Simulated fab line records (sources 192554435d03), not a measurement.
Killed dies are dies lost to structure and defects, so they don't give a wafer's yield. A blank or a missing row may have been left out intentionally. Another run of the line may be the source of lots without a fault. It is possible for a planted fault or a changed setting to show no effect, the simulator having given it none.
Which tool was responsible? | flow n5Finfet | 24 lots, 72 wafers sampled, at 6 steps of a route of 1938

## WHAT EACH GAUGE READ, for each wafer
The record holds no reading of a measuring or inspecting step that can be judged against a usual standard deviation.

## WHAT TOOL EACH LOT RAN ON (gives the tool, then ch and the chambers of the sampled wafers, and finally the start)
lot  | N5_BEOL_M1_ETCH_70                | N5_BEOL_M1_ANNEAL_49        | N5_BEOL_M1_ANNEAL_87        | N5_BEOL_M1_ANNEAL_93        | N5_BEOL_M1_SPUTTER_94       | N5_BEOL_M1_CO_CAP_55
L075 | rieDiel-05 ch 1,3, day 6 07:44    | pvdSputter-02, day 6 11:00  | pvdSputter-02, day 6 11:40  | pvdSputter-02, day 6 12:19  | pvdSputter-02, day 6 12:28  | cvdCo-02 ch 0,1,2, day 6 13:32
L074 | rieDiel-01 ch 0,1,2, day 6 10:38  | pvdSputter-01, day 6 12:22  | pvdSputter-01, day 6 13:01  | pvdSputter-01, day 6 13:41  | pvdSputter-01, day 6 13:49  | cvdCo-02 ch 1,2, day 6 14:54
L076 | rieDiel-03 ch 1,3, day 6 10:40    | pvdSputter-03, day 6 12:29  | pvdSputter-03, day 6 13:09  | pvdSputter-03, day 6 13:49  | pvdSputter-03, day 6 13:57  | cvdCo-02 ch 0,1, day 6 15:02
L077 | rieDiel-03 ch 1,2,3, day 7 00:13  | pvdSputter-03, day 7 01:44  | pvdSputter-03, day 7 02:23  | pvdSputter-03, day 7 03:03  | pvdSputter-03, day 7 03:11  | cvdCo-02 ch 0,1,2, day 7 04:17
L078 | rieDiel-01 ch 0,1,3, day 7 07:03  | pvdSputter-03, day 7 08:28  | pvdSputter-03, day 7 09:08  | pvdSputter-03, day 7 09:47  | pvdSputter-03, day 7 09:56  | cvdCo-02 ch 0,1,2, day 7 11:08
L079 | rieDiel-05 ch 0,3, day 7 09:43    | pvdSputter-01, day 7 12:04  | pvdSputter-01, day 7 12:43  | pvdSputter-01, day 7 13:23  | pvdSputter-01, day 7 13:31  | cvdCo-01 ch 0,2, day 7 14:37
L080 | rieDiel-01 ch 0,2,3, day 7 18:18  | pvdSputter-03, day 7 19:44  | pvdSputter-03, day 7 20:24  | pvdSputter-03, day 7 21:04  | pvdSputter-03, day 7 21:12  | cvdCo-02 ch 1,2, day 7 22:17
L081 | rieDiel-03 ch 0,3, day 8 04:17    | pvdSputter-02, day 8 06:27  | pvdSputter-02, day 8 07:07  | pvdSputter-02, day 8 07:46  | pvdSputter-02, day 8 07:55  | cvdCo-01 ch 0,1,2, day 8 09:06
L082 | rieDiel-05 ch 0,1,2, day 8 07:51  | pvdSputter-03, day 8 09:26  | pvdSputter-03, day 8 10:08  | pvdSputter-03, day 8 10:52  | pvdSputter-03, day 8 11:01  | cvdCo-01 ch 1,2, day 8 12:07
L083 | rieDiel-01 ch 1,2, day 8 11:16    | pvdSputter-02, day 8 13:58  | pvdSputter-02, day 8 14:37  | pvdSputter-02, day 8 15:17  | pvdSputter-02, day 8 15:25  | cvdCo-01 ch 0,1, day 8 16:31
L084 | rieDiel-01 ch 0,1,2, day 8 15:31  | pvdSputter-01, day 8 18:36  | pvdSputter-01, day 8 19:16  | pvdSputter-01, day 8 19:55  | pvdSputter-01, day 8 20:04  | cvdCo-01 ch 0,1,2, day 8 21:08
L085 | rieDiel-05 ch 0,1,3, day 9 06:30  | pvdSputter-02, day 9 08:19  | pvdSputter-02, day 9 08:58  | pvdSputter-02, day 9 09:38  | pvdSputter-02, day 9 09:46  | cvdCo-02 ch 0,1, day 9 10:52
L086 | rieDiel-03 ch 0,3, day 9 10:11    | pvdSputter-03, day 9 11:41  | pvdSputter-03, day 9 12:20  | pvdSputter-03, day 9 13:00  | pvdSputter-03, day 9 13:08  | cvdCo-01 ch 0,1,2, day 9 14:13
L087 | rieDiel-01 ch 1,2, day 9 15:55    | pvdSputter-01, day 9 17:28  | pvdSputter-01, day 9 18:07  | pvdSputter-01, day 9 18:47  | pvdSputter-01, day 9 18:55  | cvdCo-02 ch 1,2, day 9 20:01
L088 | rieDiel-01 ch 1,2,3, day 9 19:00  | pvdSputter-03, day 9 20:26  | pvdSputter-03, day 9 21:06  | pvdSputter-03, day 9 21:46  | pvdSputter-03, day 9 21:54  | cvdCo-02 ch 0,1,2, day 9 22:59
L089 | rieDiel-05 ch 1,2, day 9 19:05    | pvdSputter-01, day 9 20:34  | pvdSputter-01, day 9 21:13  | pvdSputter-01, day 9 21:53  | pvdSputter-01, day 9 22:01  | cvdCo-01 ch 0,1,2, day 9 23:07
L090 | rieDiel-01 ch 0,3, day 10 12:43   | pvdSputter-02, day 10 14:15 | pvdSputter-02, day 10 14:55 | pvdSputter-02, day 10 15:34 | pvdSputter-02, day 10 15:43 | cvdCo-02 ch 1,2, day 10 17:23
L091 | rieDiel-05 ch 0,2,3, day 10 12:46 | pvdSputter-03, day 10 14:06 | pvdSputter-03, day 10 14:46 | pvdSputter-03, day 10 15:25 | pvdSputter-03, day 10 15:34 | cvdCo-02 ch 0,1,2, day 10 16:38
L092 | rieDiel-03 ch 0,3, day 10 18:45   | pvdSputter-01, day 10 20:40 | pvdSputter-01, day 10 21:20 | pvdSputter-01, day 10 21:59 | pvdSputter-01, day 10 22:08 | cvdCo-02 ch 0,1,2, day 10 23:13
L093 | rieDiel-05 ch 0,1, day 11 13:28   | pvdSputter-03, day 11 15:21 | pvdSputter-03, day 11 16:01 | pvdSputter-03, day 11 16:40 | pvdSputter-03, day 11 16:49 | cvdCo-01 ch 0,1,2, day 11 18:13
L095 | rieDiel-01 ch 1,2,3, day 11 16:32 | pvdSputter-03, day 11 18:11 | pvdSputter-03, day 11 18:50 | pvdSputter-03, day 11 19:30 | pvdSputter-03, day 11 19:38 | cvdCo-02 ch 0,2, day 11 20:50
L094 | rieDiel-01 ch 0,1,3, day 11 19:58 | pvdSputter-03, day 11 21:16 | pvdSputter-03, day 11 21:55 | pvdSputter-03, day 11 22:35 | pvdSputter-03, day 11 22:43 | cvdCo-01 ch 0,2, day 12 02:08
L096 | rieDiel-03 ch 0,1,3, day 11 20:38 | pvdSputter-02, day 11 22:38 | pvdSputter-02, day 11 23:17 | pvdSputter-02, day 11 23:57 | pvdSputter-02, day 12 00:05 | cvdCo-02 ch 0,2, day 12 02:29
L097 | rieDiel-03 ch 0,1, day 11 22:40   | pvdSputter-02, day 12 00:57 | pvdSputter-02, day 12 01:37 | pvdSputter-02, day 12 02:16 | pvdSputter-02, day 12 02:25 | cvdCo-02 ch 0,1,2, day 12 03:30
- N5_BEOL_M1_ETCH_70: etches SOC in N2/H2, target depth 80 nm, overetch 16 nm, time 120 s.
- N5_BEOL_M1_ANNEAL_49: time 240 s.
- N5_BEOL_M1_ANNEAL_87: time 240 s.
- N5_BEOL_M1_ANNEAL_93: time 240 s.
- N5_BEOL_M1_SPUTTER_94: material Cu, target thk 4.5 nm, time 8.29 s.
- N5_BEOL_M1_CO_CAP_55: material Co, precursor CCTBA/H2, target thk 2 nm, time 102.1 s.

## WHAT THE TOOLS THEMSELVES READ (means of the sampled wafers that have a number; where no wafer has one, the mark that the record gives instead)
N5_BEOL_M1_ETCH_70.
lot  | tool       | drypumpMotorCurrentA (A) | oesProductAu (a.u.) | rfVppV (V) | showerheadPlenumPTorr (Torr) | throttleValvePct (%)
L075 | rieDiel-05 | 6.0                      | 0.61                | 524.4      | 2.55                         | 18.09
L074 | rieDiel-01 | 5.7                      | 0.64                | 523.6      | 2.54                         | 17.62
L076 | rieDiel-03 | 6.2                      | 0.62                | 526.5      | 2.64                         | 17.75
L077 | rieDiel-03 | 5.9                      | 0.62                | 525.5      | 2.60                         | 17.75
L078 | rieDiel-01 | 5.5                      | 0.59                | 525.2      | 2.58                         | 17.81
L079 | rieDiel-05 | 5.5                      | 0.56                | 524.5      | 2.52                         | 18.14
L080 | rieDiel-01 | 5.5                      | 0.59                | 524.6      | 2.55                         | 17.70
L081 | rieDiel-03 | 6.2                      | 0.66                | 522.9      | 2.55                         | 17.57
L082 | rieDiel-05 | 5.6                      | 0.61                | 524.6      | 2.55                         | 17.76
L083 | rieDiel-01 | 5.7                      | 0.64                | 523.9      | 2.54                         | 17.59
L084 | rieDiel-01 | 5.7                      | 0.62                | 523.2      | 2.53                         | 17.65
L085 | rieDiel-05 | 5.8                      | 0.57                | 524.4      | 2.53                         | 18.13
L086 | rieDiel-03 | 6.2                      | 0.66                | 523.4      | 2.55                         | 17.57
L087 | rieDiel-01 | 5.7                      | 0.64                | 522.5      | 2.50                         | 17.50
L088 | rieDiel-01 | 5.6                      | 0.66                | 524.8      | 2.55                         | 17.53
L089 | rieDiel-05 | 5.4                      | 0.65                | 524.9      | 2.58                         | 17.46
L090 | rieDiel-01 | 5.5                      | 0.62                | 523.7      | 2.57                         | 17.75
L091 | rieDiel-05 | 5.4                      | 0.59                | 523.3      | 2.54                         | 17.82
L092 | rieDiel-03 | 6.2                      | 0.62                | 523.4      | 2.49                         | 17.57
L093 | rieDiel-05 | 6.1                      | 0.57                | 524.0      | 2.53                         | 18.13
L095 | rieDiel-01 | 5.5                      | 0.66                | 524.4      | 2.54                         | 17.56
L094 | rieDiel-01 | 5.5                      | 0.63                | 523.9      | 2.57                         | 17.73
L096 | rieDiel-03 | 6.2                      | 0.60                | 524.1      | 2.56                         | 17.69
L097 | rieDiel-03 | 6.2                      | 0.58                | 522.4      | 2.51                         | 17.65

N5_BEOL_M1_ANNEAL_49.
lot  | tool          | heaterPowerW (W)
L075 | pvdSputter-02 | 927
L074 | pvdSputter-01 | 854
L076 | pvdSputter-03 | 790
L077 | pvdSputter-03 | 805
L078 | pvdSputter-03 | 858
L079 | pvdSputter-01 | 844
L080 | pvdSputter-03 | 835
L081 | pvdSputter-02 | 845
L082 | pvdSputter-03 | 783
L083 | pvdSputter-02 | 954
L084 | pvdSputter-01 | 863
L085 | pvdSputter-02 | 922
L086 | pvdSputter-03 | 809
L087 | pvdSputter-01 | 945
L088 | pvdSputter-03 | 826
L089 | pvdSputter-01 | 876
L090 | pvdSputter-02 | 822
L091 | pvdSputter-03 | 794
L092 | pvdSputter-01 | 927
L093 | pvdSputter-03 | 764
L095 | pvdSputter-03 | 766
L094 | pvdSputter-03 | 780
L096 | pvdSputter-02 | 875
L097 | pvdSputter-02 | 876

N5_BEOL_M1_ANNEAL_87.
lot  | tool          | heaterPowerW (W)
L075 | pvdSputter-02 | 915
L074 | pvdSputter-01 | 847
L076 | pvdSputter-03 | 791
L077 | pvdSputter-03 | 816
L078 | pvdSputter-03 | 861
L079 | pvdSputter-01 | 852
L080 | pvdSputter-03 | 827
L081 | pvdSputter-02 | 839
L082 | pvdSputter-03 | 774
L083 | pvdSputter-02 | 946
L084 | pvdSputter-01 | 859
L085 | pvdSputter-02 | 908
L086 | pvdSputter-03 | 796
L087 | pvdSputter-01 | 934
L088 | pvdSputter-03 | 813
L089 | pvdSputter-01 | 877
L090 | pvdSputter-02 | 814
L091 | pvdSputter-03 | 798
L092 | pvdSputter-01 | 931
L093 | pvdSputter-03 | 769
L095 | pvdSputter-03 | 786
L094 | pvdSputter-03 | 782
L096 | pvdSputter-02 | 885
L097 | pvdSputter-02 | 865

N5_BEOL_M1_ANNEAL_93.
lot  | tool          | heaterPowerW (W)
L075 | pvdSputter-02 | 931
L074 | pvdSputter-01 | 849
L076 | pvdSputter-03 | 783
L077 | pvdSputter-03 | 800
L078 | pvdSputter-03 | 865
L079 | pvdSputter-01 | 853
L080 | pvdSputter-03 | 831
L081 | pvdSputter-02 | 843
L082 | pvdSputter-03 | 775
L083 | pvdSputter-02 | 946
L084 | pvdSputter-01 | 863
L085 | pvdSputter-02 | 914
L086 | pvdSputter-03 | 809
L087 | pvdSputter-01 | 930
L088 | pvdSputter-03 | 809
L089 | pvdSputter-01 | 878
L090 | pvdSputter-02 | 811
L091 | pvdSputter-03 | 796
L092 | pvdSputter-01 | 947
L093 | pvdSputter-03 | 784
L095 | pvdSputter-03 | 776
L094 | pvdSputter-03 | 775
L096 | pvdSputter-02 | 861
L097 | pvdSputter-02 | 874

N5_BEOL_M1_SPUTTER_94.
lot  | tool          | substrateTempC (C) | throttleValvePct (%)
L075 | pvdSputter-02 | -20.00             | 30.1
L074 | pvdSputter-01 | -19.93             | 30.2
L076 | pvdSputter-03 | -20.00             | 30.2
L077 | pvdSputter-03 | -19.92             | 29.8
L078 | pvdSputter-03 | -19.96             | 29.8
L079 | pvdSputter-01 | -20.01             | 30.2
L080 | pvdSputter-03 | -20.21             | 30.1
L081 | pvdSputter-02 | -19.98             | 30.3
L082 | pvdSputter-03 | -20.09             | 30.2
L083 | pvdSputter-02 | -20.12             | 30.0
L084 | pvdSputter-01 | -19.99             | 30.0
L085 | pvdSputter-02 | -20.07             | 30.1
L086 | pvdSputter-03 | -19.91             | 30.1
L087 | pvdSputter-01 | -19.87             | 29.9
L088 | pvdSputter-03 | -20.15             | 30.0
L089 | pvdSputter-01 | -19.97             | 30.2
L090 | pvdSputter-02 | -20.06             | 30.0
L091 | pvdSputter-03 | -20.02             | 29.8
L092 | pvdSputter-01 | -19.90             | 29.8
L093 | pvdSputter-03 | -19.96             | 30.1
L095 | pvdSputter-03 | -19.98             | 30.0
L094 | pvdSputter-03 | -19.98             | 30.2
L096 | pvdSputter-02 | -20.18             | 30.5
L097 | pvdSputter-02 | -20.02             | 30.3

N5_BEOL_M1_CO_CAP_55.
lot  | tool     | heaterPowerW (W)
L075 | cvdCo-02 | 251
L074 | cvdCo-02 | 271
L076 | cvdCo-02 | 249
L077 | cvdCo-02 | 248
L078 | cvdCo-02 | 250
L079 | cvdCo-01 | 219
L080 | cvdCo-02 | 275
L081 | cvdCo-01 | 228
L082 | cvdCo-01 | 233
L083 | cvdCo-01 | 223
L084 | cvdCo-01 | 225
L085 | cvdCo-02 | 254
L086 | cvdCo-01 | 229
L087 | cvdCo-02 | 276
L088 | cvdCo-02 | 246
L089 | cvdCo-01 | 223
L090 | cvdCo-02 | 271
L091 | cvdCo-02 | 251
L092 | cvdCo-02 | 247
L093 | cvdCo-01 | 229
L095 | cvdCo-02 | 220
L094 | cvdCo-01 | 225
L096 | cvdCo-02 | 223
L097 | cvdCo-02 | 246

## THE ANSWER, worked out from the rows above alone
Rule: usual is defined by the lots themselves. The widest of any qualifying gaps counts: lots, ordered by their means at a reading, are off when they make up no more than a third of the lots, leave a main group of 4 or more, and stand apart from it by 3 or more times the standard deviation of that group's means. Not used: any main group whose means are identical at the precision the tables above print for the reading. A lot without any number at a reading at which 4 lots or more have one is off too. Where the step has rows for the other lots, those lots are counted as sound. First the gauges in route order, then the tools' own readings, where a lot's mean is used as printed above. At the first step where some lot is off, the reading lying furthest off is the one used; lots without a number count as furthest.
Across all readings shown, no lot is off: no conclusion can be drawn from this.

## WHAT THE SIMULATOR HAD PUT IN
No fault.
